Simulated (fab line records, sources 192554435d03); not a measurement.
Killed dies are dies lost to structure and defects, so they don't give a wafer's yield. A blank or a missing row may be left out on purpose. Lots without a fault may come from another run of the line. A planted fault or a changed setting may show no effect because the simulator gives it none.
fab line records | flow n5_finfet
record lots=6 wafers=18 last_day=17
route steps=1938 shown BEOL_M4@1091 BEOL_M5@1112 PASSIVATION@1936
lots that met no fault: from a run of the same line without faults
start_h: hours from the record's first day to the start of the lot's first wafer shown | wait_h: hours since the lot's step before | " the same as in the row above | L1.1+2: a row that stands for several wafers | - no value, or no start given | * or withheld: withheld | < > ~ a bound
route shown NAME@n: a module of which the file shows steps, and the number in the route of the first | usual: mean/standard deviation of fault-free wafers | same: alike in all rows | chamber/n: place in a boat | sites: the reading at each site | _std_site: their standard deviation | _edge_site: outer sites' mean less inner sites' | radius_mm: how far each site lies from the wafer's centre | mask NAME#n: copy n | behind: the tool/chamber that last shaped the wafer | hold: why the lot was held/for how many hours/how that ended | device: the transistor (n, p or np) that didn't switch | end of line: the same wafers' tests at the end of the route | a step without rows: its recipe alone | killed: dies lost to structure and defects at the first sort, not the wafer's yield | map: a wafer's dies, x killed, . not, _ none there
set.NAME: the setting as run; set.NAME@STEP: as run at that earlier step | model.NAME: the simulator's own value behind a step, which no gauge read
lots at some steps of the route; a table a step, a row a wafer
services: from which hour (start_h, from the record's first day; less than 0 if before it) a tool's chamber was out of use, for how many hours, and why
## steps
# step N5_BEOL_M4_ANNEAL_87
# recipe temp_c=400 time_s=240 ambient=vacuum
# usual heater_power_w=759/88
# columns lot.wafer tool chamber start_h wait_h heater_power_w
L131.1 pvd_sputter-01 - 210.60 0.0 635
L131.3 " - " " 610
L131.4 " - " " 925
L135.2 pvd_sputter-03 - 216.59 0.0 646
L135.4 " - " " 823
L135.5 " - " " 694
L134.1 pvd_sputter-02 - 231.75 0.0 816
L134.3 " - " " 821
L134.4 " - " " 735
L137.1 pvd_sputter-02 - 241.70 0.0 750
L137.2 " - " " 827
L137.6 " - " " 819
L139.1 pvd_sputter-01 - 258.04 0.0 921
L139.4 " - " " 653
L139.6 " - " " 637
L147.2 pvd_sputter-01 - 299.02 0.0 615
L147.5 " - " " 614
L147.6 " - " " 660
# step N5_BEOL_M4_SPUTTER_88
# recipe material=Cu target_thk_a=45 temp_c=-20 chamber_pressure_pa=0.07 power_w=withheld time_s=8.29
# usual throttle_valve_pct=30.2/1.1
# columns lot.wafer tool chamber start_h wait_h throttle_valve_pct
L131.1 pvd_sputter-01 - 210.74 0.1 29.4
L131.3 " - " " 29.9
L131.4 " - " " 30.1
L135.2 pvd_sputter-03 - 216.73 0.1 33.0
L135.4 " - " " 32.1
L135.5 " - " " 28.9
L134.1 pvd_sputter-02 - 231.89 0.1 30.7
L134.3 " - " " 30.5
L134.4 " - " " 30.5
L137.1 pvd_sputter-02 - 241.84 0.1 30.6
L137.2 " - " " 30.6
L137.6 " - " " 30.5
L139.1 pvd_sputter-01 - 258.18 0.1 30.5
L139.4 " - " " 29.4
L139.6 " - " " 29.3
L147.2 pvd_sputter-01 - 299.16 0.1 30.3
L147.5 " - " " 29.9
L147.6 " - " " 29.4
# step N5_BEOL_M4_ANNEAL_89
# recipe temp_c=400 time_s=240 ambient=vacuum
# step N5_BEOL_M4_SPUTTER_90
# recipe material=Cu target_thk_a=45 temp_c=-20 chamber_pressure_pa=0.07 power_w=withheld time_s=8.29
# usual throttle_valve_pct=30.2/1
# columns lot.wafer tool chamber start_h wait_h throttle_valve_pct
L131.1 pvd_sputter-01 - 210.96 0.1 29.2
L131.3 " - " " 30.0
L131.4 " - " " 30.4
L135.2 pvd_sputter-03 - 216.95 0.1 32.9
L135.4 " - " " 31.9
L135.5 " - " " 29.1
L134.1 pvd_sputter-02 - 232.11 0.1 30.5
L134.3 " - " " 30.3
L134.4 " - " " 30.7
L137.1 pvd_sputter-02 - 242.06 0.1 30.7
L137.2 " - " " 30.6
L137.6 " - " " 30.2
L139.1 pvd_sputter-01 - 258.40 0.1 29.9
L139.4 " - " " 29.2
L139.6 " - " " 29.3
L147.2 pvd_sputter-01 - 299.38 0.1 30.1
L147.5 " - " " 30.2
L147.6 " - " " 29.2
# step N5_BEOL_M4_ANNEAL_91
# recipe temp_c=400 time_s=240 ambient=vacuum
# step N5_BEOL_M4_SPUTTER_92
# recipe material=Cu target_thk_a=45 temp_c=-20 chamber_pressure_pa=0.07 power_w=withheld time_s=8.29
# step N5_BEOL_M4_ANNEAL_93
# recipe temp_c=400 time_s=240 ambient=vacuum
# step N5_BEOL_M4_SPUTTER_94
# recipe material=Cu target_thk_a=45 temp_c=-20 chamber_pressure_pa=0.07 power_w=withheld time_s=8.29
# usual throttle_valve_pct=30.2/1
# columns lot.wafer tool chamber start_h wait_h throttle_valve_pct
L131.1 pvd_sputter-01 - 211.40 0.1 29.2
L131.3 " - " " 30.3
L131.4 " - " " 30.0
L135.2 pvd_sputter-03 - 217.39 0.1 32.7
L135.4 " - " " 31.9
L135.5 " - " " 28.8
L134.1 pvd_sputter-02 - 232.55 0.1 30.6
L134.3 " - " " 30.3
L134.4 " - " " 30.7
L137.1 pvd_sputter-02 - 242.50 0.1 30.5
L137.2 " - " " 30.5
L137.6 " - " " 30.2
L139.1 pvd_sputter-01 - 258.84 0.1 30.4
L139.4 " - " " 29.4
L139.6 " - " " 29.0
L147.2 pvd_sputter-01 - 299.82 0.1 30.2
L147.5 " - " " 30.3
L147.6 " - " " 29.2
# step N5_BEOL_M4_ANNEAL_95
# recipe temp_c=400 time_s=240 ambient=vacuum
# step N5_BEOL_M4_SPUTTER_96
# recipe material=Cu target_thk_a=45 temp_c=-20 chamber_pressure_pa=0.07 power_w=withheld time_s=8.29
# step N5_BEOL_M4_ECD_50
# recipe material=Cu target_thk_a=3000
# step N5_BEOL_M4_ANNEAL_51
# recipe temp_c=225 time_s=90 ambient=N2
# step N5_BEOL_M4_CMP_52
# recipe stop_on=SiOC t_overpolish_s=6.8 down_force_psi=1 platen_rpm=50 clearing_platen_down_force_psi=1.5 clearing_platen_rpm=50 post_cmp_clean=cu_alkaline target_thk_nm=40 clearing_platen_pad_velocity_m_s=0.99484 pad_velocity_m_s=0.99484
# usual barrier_field_endpoint_s=24.5/0.61 motor_current_A=6.3/0.49 overpolish_run_s=6.799/0.0091 retaining_ring_pressure_frac=1.000/0.0047 time_to_endpoint_s=62.5/3
# columns lot.wafer tool chamber start_h wait_h barrier_field_endpoint_s motor_current_A overpolish_run_s retaining_ring_pressure_frac time_to_endpoint_s
L131.4 cmp-02 3 212.15 0.2 24.5 5.4 6.823 0.996 60.0
L131.3 " 0 " " 23.6 6.3 6.791 1.011 60.9
L131.1 " 1 " " 23.8 6.8 6.799 0.990 61.2
L135.4 cmp-02 3 218.10 0.1 23.9 5.6 6.807 0.991 60.8
L135.2 " 2 " " 24.5 6.5 6.776 0.999 60.1
L135.5 " 0 " " 25.0 6.0 6.804 1.002 61.8
L134.3 cmp-04 0 233.27 0.2 24.2 6.4 6.805 0.994 62.8
L134.1 " 1 " " 24.0 5.9 6.803 0.992 61.6
L134.4 " 3 " " 24.5 5.9 6.801 1.001 65.2
L137.2 cmp-02 2 243.23 0.2 41.1 6.7 0.035 0.998 80.3
L137.1 " 0 " " 23.7 6.0 6.798 1.006 59.1
L137.6 " 3 " " 25.2 5.9 6.801 0.997 62.6
L139.1 cmp-02 1 259.66 0.3 24.3 6.8 6.808 0.995 57.9
L139.4 " 2 " " 41.1 6.8 0.036 1.009 81.6
L139.6 " 1 " " 24.1 6.8 6.791 0.996 55.8
L147.2 cmp-03 2 300.57 0.2 25.0 7.2 6.780 0.999 67.4
L147.5 " 1 " " 25.7 6.2 6.819 0.998 68.2
L147.6 " 2 " " 25.0 7.1 6.794 1.004 66.7
# step N5_BEOL_M4_THK_MEAS_53
# recipe thk_meas_gauge=xrf reads=Cu_of_BEOL_M4_ECD_50
# usual M4_THK=39.9/1.2
# columns lot.wafer tool chamber start_h wait_h M4_THK[nm]
L131.1 film_metro-01 - 212.41 - 39.3
L131.3 " - " " 41.2
L131.4 " - " " 40.2
L135.2 film_metro-01 - 218.40 - 40.0
L135.4 " - " " 41.1
L135.5 " - " " 40.8
L134.1 film_metro-01 - 233.56 - 38.4
L134.3 " - " " 39.5
L134.4 " - " " 41.3
L137.1 film_metro-02 - 243.52 - 39.7
L137.2 " - " " 142.9
L137.6 " - " " 39.3
L139.1 film_metro-02 - 259.96 - 38.9
L139.4 " - " " 152.5
L139.6 " - " " 39.0
L147.2 film_metro-01 - 300.83 - 42.2
L147.5 " - " " 42.4
L147.6 " - " " 41.8
# step N5_BEOL_M4_PRE_CLEAN_60
# recipe gas=NH3/H2 time_s=15 temp_c=* rf_power_w=300
# step N5_BEOL_M4_CO_CAP_55
# recipe material=Co target_thk_a=20 temp_c=200 precursor=CCTBA/H2 pressure_torr=30 time_s=102.1
# usual heater_power_w=252/21
# columns lot.wafer tool chamber start_h wait_h heater_power_w since_wet_clean_h
L131.1 cvd_co-01 1 212.58 0.0 283 1191
L131.3 " 2 " " 240 295
L131.4 " 1 " " 281 -
L135.2 cvd_co-01 1 218.47 0.0 279 1197
L135.4 " 2 " " 244 -
L135.5 " 1 " " 275 -
L134.1 cvd_co-02 1 233.64 0.0 233 97
L134.3 " 2 " " 250 534
L134.4 " 1 " " 233 -
L137.1 cvd_co-01 0 243.60 0.0 259 785
L137.2 " 2 " " 245 326
L137.6 " 1 " " 276 -
L139.1 cvd_co-02 2 260.04 0.0 255 561
L139.4 " 0 " " 221 -
L139.6 " 1 " " 236 -
L147.2 cvd_co-02 0 300.91 0.0 223 1061
L147.5 " 0 " " 214 -
L147.6 " 1 " " 233 -
# step N5_BEOL_M4_PRE_CLEAN_56
# recipe gas=NH3 time_s=15 temp_c=withheld rf_power_w=300
# step N5_BEOL_M4_DEP_57
# recipe material=SiCN target_thk_a=80 temp_c=withheld precursor=3MS/NH3 pressure_torr=3 rf_w=202 time_s=14
# step N5_BEOL_M4_INSPECT_59
# recipe inspect_instrument=darkfield mode=post_dep
# usual raw_defect_count=76/26
# columns lot.wafer tool chamber start_h wait_h raw_defect_count
L131.1 defect_inspect-02 - 212.79 0.0 95
L131.3 " - " " 108
L131.4 " - " " 64
L135.2 defect_inspect-02 - 218.71 0.0 51
L135.4 " - " " 66
L135.5 " - " " 40
L134.1 defect_inspect-02 - 233.85 0.0 85
L134.3 " - " " 73
L134.4 " - " " 85
L137.1 defect_inspect-02 - 243.81 0.0 80
L137.2 " - " " 5134
L137.6 " - " " 77
L139.1 defect_inspect-02 - 260.24 0.0 64
L139.4 " - " " 4883
L139.6 " - " " 58
L147.2 defect_inspect-02 - 301.12 0.0 78
L147.5 " - " " 114
L147.6 " - " " 65
# step N5_BEOL_M4_RC_MEAS_101
# usual DIBL_N=36.5/1.4 DIBL_P=36.6/1.6 IOFF_N=0.160/0.024 IOFF_P=0.217/0.029 ION_N=674/8.7 ION_P=464/6.5 SS_N=71.6/0.47 SS_P=73.4/0.57 VT_N=250.0/2.5 VT_P=-250/3.1
# columns lot.wafer tool chamber start_h wait_h DIBL_N[mV/V] DIBL_P[mV/V] IOFF_N[nA/um] IOFF_P[nA/um] ION_N[uA/um] ION_P[uA/um] SS_N[mV/dec] SS_P[mV/dec] VT_N[mV] VT_P[mV]
L131.1 prober-01 0 212.81 0.0 38.4 38.6 0.199 0.267 691 474 71.7 73.6 247.0 -245
L131.3 " 0 " " 35.3 34.4 0.143 0.201 674 467 71.5 72.9 249.6 -248
L131.4 " 0 " " 37.0 36.6 0.163 0.229 667 465 71.8 73.7 250.6 -246
L135.2 prober-02 0 219.06 0.4 39.5 38.6 0.216 0.269 679 464 71.9 73.7 244.3 -250
L135.4 " 0 " " 36.6 35.3 0.162 0.207 665 462 70.9 73.2 249.6 -250
L135.5 " 0 " " 36.9 36.0 0.169 0.230 689 473 71.2 73.5 247.6 -250
L134.1 prober-02 0 233.87 0.0 36.0 33.3 0.136 0.197 669 465 71.3 72.4 251.6 -248
L134.3 " 0 " " 38.4 36.2 0.192 0.230 677 463 71.5 73.5 246.7 -247
L134.4 " 0 " " 35.9 33.6 0.137 0.186 667 459 71.5 72.3 248.8 -251
L137.1 prober-01 0 243.84 0.0 37.9 37.8 0.179 0.259 674 466 71.5 73.1 248.5 -245
L137.6 " 0 " " 36.6 36.2 0.155 0.221 680 468 71.7 72.8 249.9 -247
L139.1 prober-02 0 260.27 0.0 37.5 37.1 0.164 0.228 676 468 72.0 73.8 251.5 -248
L139.6 " 0 " " 37.0 37.2 0.159 0.241 671 463 71.9 73.0 250.1 -247
L147.2 prober-01 0 301.30 0.2 35.7 38.0 0.155 0.196 675 458 72.1 73.3 251.8 -252
L147.5 " 0 " " 35.5 38.1 0.153 0.204 680 462 71.6 73.2 251.5 -252
L147.6 " 0 " " 37.5 41.2 0.203 0.257 684 467 71.7 73.7 249.2 -248
# step N5_BEOL_M5_ILD_DEP_00
# recipe material=SiCOH_lowk target_thk_a=1406.4 temp_c=300 precursor=DEMS/porogen pressure_torr=5 rf_w=500 time_s=25.9
# step N5_PASSIVATION_PROBE_49
# usual defect_limited_yield=91.2/1.4 killed_at_M0_to_M3=34/9.4 killed_at_M4_up=13/5.8 killed_at_contacts=13/6.4 killed_at_front_end=41/11 killed_at_other=3.1/2.3 killed_dies=103/16 killed_on_rim=13/3.4 killed_open=69/12 killed_short=33/7.8 sort_bin_5_function=5.1/0.91 sort_bin_6_memory=3.3/0.63 sort_n_pass=1077/16 sort_yield_pct=91.2/1.4
# same gross_dies=1180 killed_at_back_side=0 sort_bin_4_leakage[%]=0 sort_bin_8_speed[%]=0
# columns lot.wafer tool chamber start_h wait_h defect_limited_yield[%] killed_at_M0_to_M3 killed_at_M4_up killed_at_contacts killed_at_front_end killed_at_other killed_dies killed_on_rim killed_open killed_short sort_bin_5_function[%] sort_bin_6_memory[%] sort_n_pass sort_yield_pct[%]
L135.2 prober-02 - 310.67 0.1 89.5 38 21 18 45 2 124 17 82 39 6.0 3.8 1056 89.5
L135.4 prober-02 - 310.77 0.2 91.6 41 9 11 37 1 99 17 67 31 4.9 3.1 1081 91.6
L135.5 prober-02 - 310.82 0.2 90.4 33 15 10 53 2 113 11 67 44 6.2 3.3 1067 90.4
L131.1 prober-02 - 312.59 0.0 88.1 45 14 28 49 5 141 17 94 46 5.8 5.6 1039 88.1
L131.3 prober-02 - 312.69 0.1 88.3 46 20 17 51 4 138 14 104 34 7.4 4.0 1042 88.3
L131.4 prober-02 - 312.74 0.2 92.3 24 23 13 27 4 91 9 70 21 4.3 3.3 1089 92.3
L134.1 prober-01 - 331.16 0.0 92.2 33 15 12 31 1 92 9 47 43 4.6 3.0 1088 92.2
L134.3 prober-01 - 331.26 0.1 88.9 60 13 22 34 2 131 20 79 51 6.9 3.9 1049 88.9
L134.4 prober-01 - 331.31 0.2 93.6 30 8 5 30 2 75 12 55 18 4.0 2.3 1105 93.6
L137.1 prober-02 - 342.81 0.0 92.4 37 7 6 35 5 90 10 53 37 4.1 3.3 1090 92.4
L137.2 prober-02 - 342.86 0.1 0 38 1081 16 39 6 1180 152 71 39 5.4 3.6 0 0
L137.6 prober-02 - 343.06 0.3 91.2 36 26 11 31 0 104 13 81 21 5.2 3.5 1076 91.2
L139.1 prober-01 - 355.30 0.0 90.2 27 20 6 61 2 116 18 77 36 6.2 3.5 1064 90.2
L139.4 prober-01 - 355.45 0.2 0 30 1085 13 44 8 1180 152 75 29 4.6 4.2 0 0
L139.6 prober-01 - 355.55 0.3 91.4 29 12 12 44 4 101 10 63 36 4.7 3.4 1079 91.4
L147.2 prober-01 - 400.86 0.1 90.5 36 17 14 42 3 112 12 82 30 5.1 4.0 1068 90.5
L147.5 prober-01 - 401.01 0.2 91.5 29 16 19 30 6 100 11 70 30 5.8 2.5 1080 91.5
L147.6 prober-01 - 401.06 0.3 92.0 38 5 13 36 2 94 12 65 28 4.5 3.3 1086 92.0
# killed by level:class
L135.2 MOL_CONTACT_COAG:geometric_particle:open=14 FIN_SAQP:geometric_particle:short=13 STI_FIN_REVEAL:geometric_particle:open=13 BEOL_M4:geometric_particle:open=13 FIN_SAQP:geometric_particle:open=9 BEOL_M0_SAQP:geometric_particle:short=8 BEOL_M0_SAQP:geometric_particle:open=7 BEOL_M2:geometric_particle:open=7
L135.4 MOL_CONTACT_COAG:geometric_particle:open=10 BEOL_M1:geometric_particle:open=10 STI_FIN_REVEAL:geometric_particle:open=8 BEOL_M3:geometric_particle:open=8 BEOL_M0_SAQP:geometric_particle:short=7 GATE_CUT:geometric_particle:short=6 BEOL_M0_SAQP:geometric_particle:open=6 FIN_SAQP:geometric_particle:open=5
L135.5 GATE_CUT:geometric_particle:short=13 FIN_SAQP:geometric_particle:short=10 BEOL_M1:geometric_particle:open=9 MOL_CONTACT_COAG:geometric_particle:open=8 FIN_SAQP:geometric_particle:open=7 STI_FIN_REVEAL:geometric_particle:open=7 BEOL_M0_SAQP:geometric_particle:open=6 BEOL_M0_SAQP:geometric_particle:short=5
L131.1 MOL_CONTACT_COAG:geometric_particle:open=23 FIN_SAQP:geometric_particle:open=15 BEOL_M2:geometric_particle:open=13 FIN_SAQP:geometric_particle:short=11 BEOL_M0_SAQP:geometric_particle:short=10 BEOL_M0_SAQP:geometric_particle:open=8 BEOL_M4:geometric_particle:open=8 STARTING-WAFER:geometric_particle:short=6
L131.3 FIN_SAQP:geometric_particle:open=15 BEOL_M3:geometric_particle:open=14 MOL_CONTACT_COAG:geometric_particle:open=13 BEOL_M4:geometric_particle:open=13 STI_FIN_REVEAL:geometric_particle:open=12 BEOL_M0_SAQP:geometric_particle:open=10 BEOL_M1:geometric_particle:open=8 FIN_SAQP:geometric_particle:short=7
L131.4 FIN_SAQP:geometric_particle:open=11 MOL_CONTACT_COAG:geometric_particle:open=11 BEOL_M2:geometric_particle:open=9 BEOL_M4:geometric_particle:open=7 BEOL_M6:geometric_particle:open=6 FIN_SAQP:geometric_particle:short=5 BEOL_M1:geometric_particle:open=4 BEOL_M5:geometric_particle:open=4
L134.1 BEOL_M4:geometric_particle:open=11 BEOL_M0_SAQP:geometric_particle:short=9 BEOL_M0_SAQP:geometric_particle:open=9 MOL_CONTACT_COAG:geometric_particle:open=8 FIN_SAQP:geometric_particle:short=6 GATE_CUT:geometric_particle:short=6 BEOL_M1:geometric_particle:short=4 BEOL_M1:geometric_particle:open=4
L134.3 MOL_CONTACT_COAG:geometric_particle:open=14 BEOL_M0_SAQP:geometric_particle:short=14 BEOL_M2:geometric_particle:open=13 BEOL_M0:geometric_particle:open=9 MOL_CONTACT_COAG:geometric_particle:short=8 BEOL_M0_SAQP:geometric_particle:open=8 BEOL_M4:geometric_particle:open=8 FIN_SAQP:geometric_particle:short=7
L134.4 BEOL_M0_SAQP:geometric_particle:open=9 BEOL_M2:geometric_particle:open=9 STI_FIN_REVEAL:geometric_particle:open=8 DUMMY_GATE:geometric_particle:open=6 BEOL_M0_SAQP:geometric_particle:short=5 MOL_CONTACT_COAG:geometric_particle:open=5 GATE_CUT:geometric_particle:short=4 BEOL_M4:geometric_particle:open=4
L137.1 BEOL_M0_SAQP:geometric_particle:short=13 BEOL_M2:geometric_particle:open=8 STI_FIN_REVEAL:geometric_particle:open=7 STARTING-WAFER:geometric_particle:short=7 MOL_CONTACT_COAG:geometric_particle:open=6 DUMMY_GATE:geometric_particle:open=5 BEOL_M0:geometric_particle:open=5 GATE_CUT:geometric_particle:short=4
L137.2 BEOL_M4:area_cmp=1070 MOL_CONTACT_COAG:geometric_particle:open=13 BEOL_M0_SAQP:geometric_particle:open=11 STI_FIN_REVEAL:geometric_particle:open=10 BEOL_M0_SAQP:geometric_particle:short=10 BEOL_M2:geometric_particle:open=7 DUMMY_GATE:geometric_particle:open=5 BEOL_M2:geometric_particle:short=5
L137.6 BEOL_M4:geometric_particle:open=13 BEOL_M2:geometric_particle:open=11 STI_FIN_REVEAL:geometric_particle:open=8 MOL_CONTACT_COAG:geometric_particle:open=8 BEOL_M0_SAQP:geometric_particle:open=6 BEOL_M0_SAQP:geometric_particle:short=6 FIN_SAQP:geometric_particle:open=5 GATE_CUT:geometric_particle:open=5
L139.1 STI_FIN_REVEAL:geometric_particle:open=20 BEOL_M0_SAQP:geometric_particle:open=10 ILD0:geometric_particle:open=8 FIN_SAQP:geometric_particle:short=6 FIN_SAQP:geometric_particle:open=6 BEOL_M4:geometric_particle:open=6 BEOL_M0_SAQP:geometric_particle:short=6 DUMMY_GATE:geometric_particle:open=5
L139.4 BEOL_M4:area_cmp=1074 STI_FIN_REVEAL:geometric_particle:open=14 MOL_CONTACT_COAG:geometric_particle:open=9 BEOL_M0_SAQP:geometric_particle:open=7 BEOL_M3:geometric_particle:open=7 FIN_SAQP:geometric_particle:open=6 GATE_CUT:geometric_particle:short=6 FIN_SAQP:geometric_particle:short=4
L139.6 FIN_SAQP:geometric_particle:open=9 MOL_CONTACT_COAG:geometric_particle:open=9 BEOL_M0_SAQP:geometric_particle:open=8 FIN_SAQP:geometric_particle:short=7 BEOL_M0_SAQP:geometric_particle:short=6 STI_FIN_REVEAL:geometric_particle:open=5 BEOL_M4:geometric_particle:open=5 BEOL_M3:geometric_particle:open=4
L147.2 STI_FIN_REVEAL:geometric_particle:open=16 MOL_CONTACT_COAG:geometric_particle:open=13 BEOL_M2:geometric_particle:open=10 BEOL_M4:geometric_particle:open=10 FIN_SAQP:geometric_particle:open=6 BEOL_M0_SAQP:geometric_particle:short=6 BEOL_M1:geometric_particle:open=6 FIN_SAQP:geometric_particle:short=5
L147.5 MOL_CONTACT_COAG:geometric_particle:open=18 BEOL_M4:geometric_particle:open=10 FIN_SAQP:geometric_particle:open=8 BEOL_M3:geometric_particle:open=8 STI_FIN_REVEAL:geometric_particle:open=7 BEOL_M0_SAQP:geometric_particle:short=7 FIN_SAQP:geometric_particle:short=4 BEOL_M0_SAQP:geometric_particle:open=4
L147.6 BEOL_M0_SAQP:geometric_particle:open=12 FIN_SAQP:geometric_particle:open=11 MOL_CONTACT_COAG:geometric_particle:open=11 BEOL_M0_SAQP:geometric_particle:short=11 STI_FIN_REVEAL:geometric_particle:open=8 BEOL_M2:geometric_particle:open=5 BEOL_M3:geometric_particle:open=4 GATE_CUT:geometric_particle:short=3
# map L137.2 (x killed, . not)
_________________xxxxxxxxxxxx________________
______________xxxxxxxxxxxxxxxxxx_____________
___________xxxxxxxxxxxxxxxxxxxxxxxx__________
__________xxxxxxxxxxxxxxxxxxxxxxxxxx_________
________xxxxxxxxxxxxxxxxxxxxxxxxxxxxxx_______
_______xxxxxxxxxxxxxxxxxxxxxxxxxxxxxxxx______
______xxxxxxxxxxxxxxxxxxxxxxxxxxxxxxxxxx_____
_____xxxxxxxxxxxxxxxxxxxxxxxxxxxxxxxxxxxx____
____xxxxxxxxxxxxxxxxxxxxxxxxxxxxxxxxxxxxxx___
___xxxxxxxxxxxxxxxxxxxxxxxxxxxxxxxxxxxxxxxx__
___xxxxxxxxxxxxxxxxxxxxxxxxxxxxxxxxxxxxxxxx__
__xxxxxxxxxxxxxxxxxxxxxxxxxxxxxxxxxxxxxxxxxx_
__xxxxxxxxxxxxxxxxxxxxxxxxxxxxxxxxxxxxxxxxxx_
_xxxxxxxxxxxxxxxxxxxxxxxxxxxxxxxxxxxxxxxxxxxx
_xxxxxxxxxxxxxxxxxxxxxxxxxxxxxxxxxxxxxxxxxxxx
_xxxxxxxxxxxxxxxxxxxxxxxxxxxxxxxxxxxxxxxxxxxx
_xxxxxxxxxxxxxxxxxxxxxxxxxxxxxxxxxxxxxxxxxxxx
_xxxxxxxxxxxxxxxxxxxxxxxxxxxxxxxxxxxxxxxxxxxx
_xxxxxxxxxxxxxxxxxxxxxxxxxxxxxxxxxxxxxxxxxxxx
_xxxxxxxxxxxxxxxxxxxxxxxxxxxxxxxxxxxxxxxxxxxx
_xxxxxxxxxxxxxxxxxxxxxxxxxxxxxxxxxxxxxxxxxxxx
__xxxxxxxxxxxxxxxxxxxxxxxxxxxxxxxxxxxxxxxxxx_
__xxxxxxxxxxxxxxxxxxxxxxxxxxxxxxxxxxxxxxxxxx_
___xxxxxxxxxxxxxxxxxxxxxxxxxxxxxxxxxxxxxxxx__
___xxxxxxxxxxxxxxxxxxxxxxxxxxxxxxxxxxxxxxxx__
____xxxxxxxxxxxxxxxxxxxxxxxxxxxxxxxxxxxxxx___
_____xxxxxxxxxxxxxxxxxxxxxxxxxxxxxxxxxxxx____
______xxxxxxxxxxxxxxxxxxxxxxxxxxxxxxxxxx_____
_______xxxxxxxxxxxxxxxxxxxxxxxxxxxxxxxx______
________xxxxxxxxxxxxxxxxxxxxxxxxxxxxxx_______
__________xxxxxxxxxxxxxxxxxxxxxxxxxx_________
___________xxxxxxxxxxxxxxxxxxxxxxxx__________
______________xxxxxxxxxxxxxxxxxx_____________
_________________xxxxxxxxxxxx________________
# map L139.4 (x killed, . not)
_________________xxxxxxxxxxxx________________
______________xxxxxxxxxxxxxxxxxx_____________
___________xxxxxxxxxxxxxxxxxxxxxxxx__________
__________xxxxxxxxxxxxxxxxxxxxxxxxxx_________
________xxxxxxxxxxxxxxxxxxxxxxxxxxxxxx_______
_______xxxxxxxxxxxxxxxxxxxxxxxxxxxxxxxx______
______xxxxxxxxxxxxxxxxxxxxxxxxxxxxxxxxxx_____
_____xxxxxxxxxxxxxxxxxxxxxxxxxxxxxxxxxxxx____
____xxxxxxxxxxxxxxxxxxxxxxxxxxxxxxxxxxxxxx___
___xxxxxxxxxxxxxxxxxxxxxxxxxxxxxxxxxxxxxxxx__
___xxxxxxxxxxxxxxxxxxxxxxxxxxxxxxxxxxxxxxxx__
__xxxxxxxxxxxxxxxxxxxxxxxxxxxxxxxxxxxxxxxxxx_
__xxxxxxxxxxxxxxxxxxxxxxxxxxxxxxxxxxxxxxxxxx_
_xxxxxxxxxxxxxxxxxxxxxxxxxxxxxxxxxxxxxxxxxxxx
_xxxxxxxxxxxxxxxxxxxxxxxxxxxxxxxxxxxxxxxxxxxx
_xxxxxxxxxxxxxxxxxxxxxxxxxxxxxxxxxxxxxxxxxxxx
_xxxxxxxxxxxxxxxxxxxxxxxxxxxxxxxxxxxxxxxxxxxx
_xxxxxxxxxxxxxxxxxxxxxxxxxxxxxxxxxxxxxxxxxxxx
_xxxxxxxxxxxxxxxxxxxxxxxxxxxxxxxxxxxxxxxxxxxx
_xxxxxxxxxxxxxxxxxxxxxxxxxxxxxxxxxxxxxxxxxxxx
_xxxxxxxxxxxxxxxxxxxxxxxxxxxxxxxxxxxxxxxxxxxx
__xxxxxxxxxxxxxxxxxxxxxxxxxxxxxxxxxxxxxxxxxx_
__xxxxxxxxxxxxxxxxxxxxxxxxxxxxxxxxxxxxxxxxxx_
___xxxxxxxxxxxxxxxxxxxxxxxxxxxxxxxxxxxxxxxx__
___xxxxxxxxxxxxxxxxxxxxxxxxxxxxxxxxxxxxxxxx__
____xxxxxxxxxxxxxxxxxxxxxxxxxxxxxxxxxxxxxx___
_____xxxxxxxxxxxxxxxxxxxxxxxxxxxxxxxxxxxx____
______xxxxxxxxxxxxxxxxxxxxxxxxxxxxxxxxxx_____
_______xxxxxxxxxxxxxxxxxxxxxxxxxxxxxxxx______
________xxxxxxxxxxxxxxxxxxxxxxxxxxxxxx_______
__________xxxxxxxxxxxxxxxxxxxxxxxxxx_________
___________xxxxxxxxxxxxxxxxxxxxxxxx__________
______________xxxxxxxxxxxxxxxxxx_____________
_________________xxxxxxxxxxxx________________
## services
# columns tool chamber start_h hours kind
cmp-02 - 194.36 2.7 repair
cmp-04 - 194.47 1.4 repair
cmp-03 - 198.27 1.0 repair
cmp-02 - 218.33 5.7 pm
cmp-04 - 220.43 0.9 repair
cmp-04 - 223.47 4.0 pm
cmp-04 - 227.47 - consumable_replace:conditioner
cmp-04 - 227.47 - consumable_replace:pad
cmp-02 - 247.72 1.5 repair
cmp-02 - 263.21 4.0 pm
cvd_co-01 - 264.18 1.5 repair
cmp-02 - 267.21 - consumable_replace:conditioner
cmp-02 - 267.21 - consumable_replace:pad
cmp-04 - 281.99 2.7 repair
cmp-03 - 282.73 4.0 pm
cmp-03 - 286.73 - consumable_replace:conditioner
cmp-03 - 286.73 - consumable_replace:pad
cmp-04 - 298.99 5.5 pm
## key
first_sign step=N5_BEOL_M4_CMP_52 reading=overpolish_run_s direction=down sigmas=99+ usual=6.799 struck=0.035
effect step=N5_BEOL_M4_CMP_52 reading=barrier_field_endpoint_s direction=up sigmas=27 usual=24.5 struck=41.1
effect step=N5_BEOL_M4_THK_MEAS_53 reading=M4_THK direction=up sigmas=87 usual=39.9 struck=147.7
effect step=N5_BEOL_M4_INSPECT_59 reading=raw_defect_count direction=up sigmas=99+ usual=76 struck=5008
effect step=N5_PASSIVATION_PROBE_49 reading=killed_at_M4_up direction=up sigmas=99+ usual=13 struck=1083
more_kills_born_at N5_BEOL_M4_CMP_52@cmp-02=2144
met_at N5_BEOL_M4_CMP_52
struck_wafers L137.2,L139.4
later_rows_left_out L137.2,L139.4
onset_between 218.10 243.23
fault kind=process_parameter_drift tool=cmp-02 chamber=- onset_h=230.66 steps=N5_BEOL_M4_CMP_52 channel=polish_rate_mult offset=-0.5 shape=step end_h=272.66 scope=struck_wafers_only
# later_rows_left_out: the simulator's readings of these wafers behind a module that went badly wrong aren't trusted and aren't shown, but for the sort
